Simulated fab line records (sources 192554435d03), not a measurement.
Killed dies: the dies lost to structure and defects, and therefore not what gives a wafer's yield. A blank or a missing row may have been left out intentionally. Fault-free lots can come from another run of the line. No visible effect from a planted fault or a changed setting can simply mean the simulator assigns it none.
Split-lot experiment + flow n5 finfet + on a route of 1938 steps: 7 lots, 21 wafers read

SPLIT DETAILS
At N5_MOL_CONTACT_COAG_EXPOSE_05 (exposes mask CA, defocus 0 nm), the setting dose mj was moved away from the recipe's 38.25 on 8 of the 21 wafers read, by -6.5% to +6.2%. The other wafers ran this setting at the recipe's value.

FROM THE SPLIT TO THE READING: what the file shows between them, 14 steps
- N5_MOL_CONTACT_COAG_PEB_06: peb time 60 s
- N5_MOL_CONTACT_COAG_DEVELOP_07: develop time 30 s
- N5_MOL_CONTACT_COAG_CD_MEAS_08: target cd 28 nm
- N5_MOL_CONTACT_COAG_DESCUM_13: chemistry O2, time 7 s
- N5_MOL_CONTACT_COAG_ETCH_59: etches underlayer in N2/H2, target depth 13 nm, time 10.4 s
- N5_MOL_CONTACT_COAG_ETCH_105: etches SiARC in CF4, target depth 15.6 nm, time 26 s
- N5_MOL_CONTACT_COAG_ETCH_106: etches SOC in N2/H2, target depth 80 nm, overetch 16 nm, time 120 s
- N5_MOL_CONTACT_COAG_STRIP_107: strips in N2/H2
- N5_MOL_CONTACT_COAG_STRIP_108: strips in N2/H2
- N5_MOL_CONTACT_COAG_CONTACT_ETCH_14: etches SiO2 in C4F6/O2, target depth 27.5 nm, overetch 8.5 nm, time 20 s
- N5_MOL_CONTACT_COAG_STRIP_109: strips in C4F6/O2
- N5_MOL_CONTACT_COAG_ETCH_15: etches SiNx in CH3F/O2, stops on Si:P, target depth 7 nm
- N5_MOL_CONTACT_COAG_ETCH_110: etches Si in CF4/O2, target depth 2.5 nm, time 8 s
- N5_MOL_CONTACT_COAG_STRIP_98: strips in N2/H2

THE READING
cd nm, in nm, at N5_MOL_CONTACT_COAG_CD_MEAS_99 (target cd 17.2 nm). A value of 17.2 nm with a standard deviation of 0.36 nm is what fault-free wafers of this fab line usually give.

| wafer  | tool, chamber at the split | dose mj as run | against the recipe | cd nm, nm | against lot-mates on the recipe |
|--------|----------------------------|----------------|--------------------|-----------|---------------------------------|
| L076.4 | euv scanner-01, 0          | 35.78          | -6.5%              | 16.1      | -1.5                            |
| L076.5 | euv scanner-01, 0          | 38.25          | recipe             | 17.6      | -                               |
| L076.6 | euv scanner-01, 0          | 35.78          | -6.5%              | 15.9      | -1.7                            |
| L079.2 | euv scanner-02, 0          | 38.25          | recipe             | 17.0      | -                               |
| L079.3 | euv scanner-02, 0          | 36.85          | -3.7%              | 16.1      | -0.9                            |
| L079.4 | euv scanner-02, 0          | 36.85          | -3.7%              | 16.0      | -1.0                            |
| L080.1 | euv scanner-01, 0          | 40.63          | +6.2%              | 17.8      | no lot-mate on the recipe       |
| L080.3 | euv scanner-01, 0          | 40.63          | +6.2%              | 18.0      | no lot-mate on the recipe       |
| L080.6 | euv scanner-01, 0          | 40.63          | +6.2%              | 18.3      | no lot-mate on the recipe       |
| L084.1 | euv scanner-01, 0          | 38.25          | recipe             | 17.0      | -                               |
| L084.2 | euv scanner-01, 0          | 38.25          | recipe             | 16.7      | -                               |
| L084.4 | euv scanner-01, 0          | 38.25          | recipe             | 16.6      | -                               |
| L087.2 | euv scanner-02, 0          | 38.25          | recipe             | 17.1      | -                               |
| L087.3 | euv scanner-02, 0          | 38.25          | recipe             | 17.4      | -                               |
| L087.4 | euv scanner-02, 0          | 38.25          | recipe             | 17.1      | -                               |
| L088.3 | euv scanner-02, 0          | 38.25          | recipe             | 17.0      | -                               |
| L088.4 | euv scanner-02, 0          | 38.25          | recipe             | 17.0      | -                               |
| L088.5 | euv scanner-02, 0          | 38.25          | recipe             | 17.4      | -                               |
| L092.1 | euv scanner-01, 0          | 38.25          | recipe             | 17.0      | -                               |
| L092.2 | euv scanner-01, 0          | 39.99          | +4.5%              | 17.7      | +0.6                            |
| L092.3 | euv scanner-01, 0          | 38.25          | recipe             | 17.3      | -                               |

THE FIT
A straight line over all 21 wafers: cd nm changes by +0.171 nm for each +1% of dose mj; r = +0.91; the points scatter about the line by 0.27 nm.
The same after taking each lot's own level away (the mean of its wafers on the recipe; 18 wafers): +0.223 nm for each +1%; r = +0.95; scatter 0.19 nm.
According to that fit, moving dose mj by its largest amount changes the reading by 1.4 nm.
The lots' own levels span 16.77 to 17.60 nm, that is 2.3 times the standard deviation above.
So the slope is not independent of the lot-to-lot level: the two fits are not the same.
Check: for one of the wafers moved furthest among these (-6.5%), held out of the fit, the line's prediction against its lot-mates is -1.5 nm. Against them it came out at -1.5 nm.

THE WHOLE CHAIN: every reading that the file lists as answering this split, in the file's order
| step                                | what it does                                                             | reading                                                                        | change (the file's fit)               | r (the file's) |
|-------------------------------------|--------------------------------------------------------------------------|--------------------------------------------------------------------------------|---------------------------------------|----------------|
| N5_MOL_CONTACT_COAG_CD_MEAS_08      | target cd 28 nm                                                          | cd nm                                                                          | +0.219 nm for each +1% of the setting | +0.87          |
| N5_MOL_CONTACT_COAG_ETCH_59         | etches underlayer in N2/H2, target depth 13 nm, time 10.4 s              | MOL_CONTACT_COAG.cd offset nm (the simulator's own value, which no gauge read) | +0.223 nm for each +1% of the setting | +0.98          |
| N5_MOL_CONTACT_COAG_ETCH_105        | etches SiARC in CF4, target depth 15.6 nm, time 26 s                     | MOL_CONTACT_COAG.cd offset nm (the simulator's own value, which no gauge read) | +0.245 nm for each +1% of the setting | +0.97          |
| N5_MOL_CONTACT_COAG_ETCH_106        | etches SOC in N2/H2, target depth 80 nm, overetch 16 nm, time 120 s      | MOL_CONTACT_COAG.cd offset nm (the simulator's own value, which no gauge read) | +0.252 nm for each +1% of the setting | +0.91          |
| N5_MOL_CONTACT_COAG_CONTACT_ETCH_14 | etches SiO2 in C4F6/O2, target depth 27.5 nm, overetch 8.5 nm, time 20 s | MOL_CONTACT_COAG.cd offset nm (the simulator's own value, which no gauge read) | +0.229 nm for each +1% of the setting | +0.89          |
| N5_MOL_CONTACT_COAG_CD_MEAS_99      | target cd 17.2 nm                                                        | cd nm                                                                          | +0.217 nm for each +1% of the setting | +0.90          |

FILE'S OWN FIT
cd nm changes by +0.217 nm for each +1% of dose mj, r = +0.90.
